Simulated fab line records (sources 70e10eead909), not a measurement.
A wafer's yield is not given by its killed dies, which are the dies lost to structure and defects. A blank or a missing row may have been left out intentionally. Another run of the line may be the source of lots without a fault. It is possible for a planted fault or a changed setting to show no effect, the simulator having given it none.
Chamber matching | flow nand_harc | NHARC_P_M2_STRIP_18 on rie_diel-04 has 4 sister chambers
The step strips in N2/H2. 4 wafers are shown with their chamber, then 9 later ones without.

## EACH WAFER AND ITS CHAMBER
wafer  | chamber | rf_vpp_V (V)
L086.4 | 2       | 87.1
L088.3 | 3       | 91.3
L088.5 | 1       | 91.4
L088.6 | 0       | 89.8

## WAFERS WHOSE CHAMBER IS MISSING
wafer  | rf_vpp_V (V)
L090.1 | 90.7
L090.2 | 92.0
L090.3 | 93.6
L092.1 | 90.1
L092.3 | 90.6
L092.5 | 90.5
L094.1 | 91.2
L094.4 | 90.8
L094.5 | 89.3

## WHICH CHAMBER EACH WENT THROUGH
wafer  | from the rows above               | in truth
L090.1 | can't be placed: 3 or 1 or 0      | 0
L090.2 | can't be placed: 1 or 3 or 0      | 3
L090.3 | can't be placed: 1 or 3 or 0      | 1
L092.1 | can't be placed: 0 or 3 or 1      | 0
L092.3 | can't be placed: 3 or 0 or 1      | 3
L092.5 | can't be placed: 0 or 3 or 1      | 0
L094.1 | can't be placed: 3 or 1 or 0      | 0
L094.4 | can't be placed: 3 or 1 or 0      | 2
L094.5 | can't be placed: 0 or 3 or 1 or 2 | 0
0 of 9 placed correctly. Can't be placed from these rows: 9 (the true chamber is among the candidates in 8). Wrongly placed: 0.
How it was worked out, from the rows above alone: a wafer's distance from a chamber is the root of the sum, over the readings, of the square of ((its reading less the chamber's mean) divided by the reading's scatter). If the next closest chamber is less than 2 further off than the closest, the wafer can't be placed; otherwise it belongs to the closest. For every chamber, the mean is computed from those of its wafers that are shown. The scatter (one wafer shown for each chamber): square how far every hidden wafer sits from the nearest shown wafer, average those squares and take the square root.
